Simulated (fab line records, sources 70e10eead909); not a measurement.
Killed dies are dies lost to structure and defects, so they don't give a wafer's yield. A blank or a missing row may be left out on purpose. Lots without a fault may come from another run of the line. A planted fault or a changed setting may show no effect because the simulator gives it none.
Chamber matching | flow nand_harc | NHARC_A_STAIRCASE_DESCUM_291 on rie_diel-09: 4 sister chambers
The step chemistry O2, time 3 s. 16 wafers are shown with their chamber, then 8 later ones without.

WAFERS WITH THEIR CHAMBER
wafer  | chamber | drypump_motor_current_A (A) | showerhead_plenum_p_Torr (Torr) | throttle_valve_pct (%)
L074.1 | 1       | 5.5                         | 1.77                            | 11.325
L074.3 | 2       | 5.7                         | 1.95                            | 11.302
L074.6 | 2       | 5.7                         | 1.95                            | 11.318
L078.2 | 3       | 6.5                         | 1.99                            | 11.319
L078.3 | 2       | 5.8                         | 1.94                            | 11.303
L078.5 | 1       | 5.5                         | 1.77                            | 11.313
L080.1 | 1       | 5.5                         | 1.77                            | 11.337
L080.2 | 0       | 5.2                         | 1.90                            | 11.314
L080.5 | 3       | 6.5                         | 1.98                            | 11.309
L083.2 | 3       | 6.5                         | 1.98                            | 11.304
L083.3 | 2       | 5.8                         | 1.94                            | 11.299
L083.6 | 1       | 5.5                         | 1.76                            | 11.318
L090.4 | 0       | 5.2                         | 1.88                            | 11.316
L090.5 | 2       | 5.7                         | 1.93                            | 11.303
L090.6 | 3       | 6.5                         | 1.97                            | 11.307
L092.2 | 2       | 5.7                         | 1.93                            | 11.311

SIGNATURES (means of the wafers above)
reading                  | chamber 0 | chamber 1 | chamber 2 | chamber 3 | scatter within a chamber
drypump_motor_current_A  | 5.200     | 5.500     | 5.733     | 6.500     | 0.0333
showerhead_plenum_p_Torr | 1.8900    | 1.7675    | 1.9400    | 1.9800    | 0.00854
throttle_valve_pct       | 11.31500  | 11.32325  | 11.30600  | 11.30975  | 0.00767
Rule: a wafer's distance from a chamber is the root of the sum, over the readings, of the square of ((its reading less the chamber's mean) divided by the reading's scatter). The wafer belongs to the nearest chamber; if the next one is less than 2 further off, it can't be placed. The scatter: the root of (the sum of the squares of (reading less its chamber's mean) over the shown wafers, divided by (wafers less chambers)).

WAFERS WITHOUT THEIR CHAMBER
wafer  | drypump_motor_current_A (A) | showerhead_plenum_p_Torr (Torr) | throttle_valve_pct (%)
L092.4 | 5.2                         | 1.88                            | 11.316
L092.6 | 5.7                         | 1.93                            | 11.297
L093.1 | 5.7                         | 1.93                            | 11.312
L093.5 | 5.5                         | 2.07                            | 11.311
L093.6 | 5.7                         | 1.93                            | 11.316
L096.1 | 5.7                         | 1.93                            | 11.316
L096.5 | 5.5                         | 2.07                            | 11.315
L096.6 | 5.2                         | 1.88                            | 11.328

WHICH CHAMBER EACH WENT THROUGH
wafer  | from the rows above | in truth
L092.4 | 0                   | 0
L092.6 | 2                   | 2
L093.1 | 2                   | 2
L093.5 | 2                   | 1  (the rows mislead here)
L093.6 | 2                   | 2
L096.1 | 2                   | 2
L096.5 | 2                   | 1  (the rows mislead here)
L096.6 | 0                   | 0
Placed correctly: 6 of 8. Can't be placed from these rows: 0. Placed wrongly: 2.
